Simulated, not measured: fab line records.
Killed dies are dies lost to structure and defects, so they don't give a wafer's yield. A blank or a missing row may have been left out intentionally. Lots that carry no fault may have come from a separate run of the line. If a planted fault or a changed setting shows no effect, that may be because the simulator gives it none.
Matching of chambers | flow nand harc | NHARC_A_WL_FILL_STRIP_29 on rie diel-11: 4 sister chambers
The step strips in O2, time 20 s. 4 wafers are shown with their chamber, then 7 later ones without.

WAFERS PAIRED WITH THEIR CHAMBERS
wafer  | chamber | oes product au (a.u.)
L084.1 | 0       | 0.999
L088.4 | 1       | 1.002
L090.1 | 2       | 0.990
L090.3 | 3       | 0.999

WAFERS WHOSE CHAMBER IS MISSING
wafer  | oes product au (a.u.)
L090.6 | 0.992
L097.1 | 0.995
L097.4 | 1.010
L097.6 | 1.008
L096.1 | 1.005
L096.3 | 1.012
L096.5 | 1.005

CHAMBER TAKEN BY EACH
wafer  | from the rows above               | in truth
L090.6 | can't be placed: 2 or 0 or 3 or 1 | 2
L097.1 | can't be placed: 0 or 3 or 2 or 1 | 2
L097.4 | can't be placed: 1 or 0 or 3      | 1
L097.6 | can't be placed: 1 or 0 or 3      | 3
L096.1 | can't be placed: 1 or 0 or 3      | 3
L096.3 | can't be placed: 1 or 0 or 3      | 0
L096.5 | can't be placed: 1 or 0 or 3      | 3
Placed correctly: 0 of 7. Cannot be placed on the basis of these rows: 7; the candidates contain the true chamber in 7. Number placed wrongly: 0.
How it was worked out, from the rows above alone: a wafer's distance from a chamber is the root of the sum, over the readings, of the square of ((its reading less the chamber's mean) divided by the reading's scatter). If the next closest chamber is less than 2 further off than the closest, the wafer can't be placed; otherwise it belongs to the closest. A chamber's mean is the mean of its shown wafers. The scatter (one wafer shown for each chamber): square how far every hidden wafer sits from the nearest shown wafer, average those squares and take the square root.
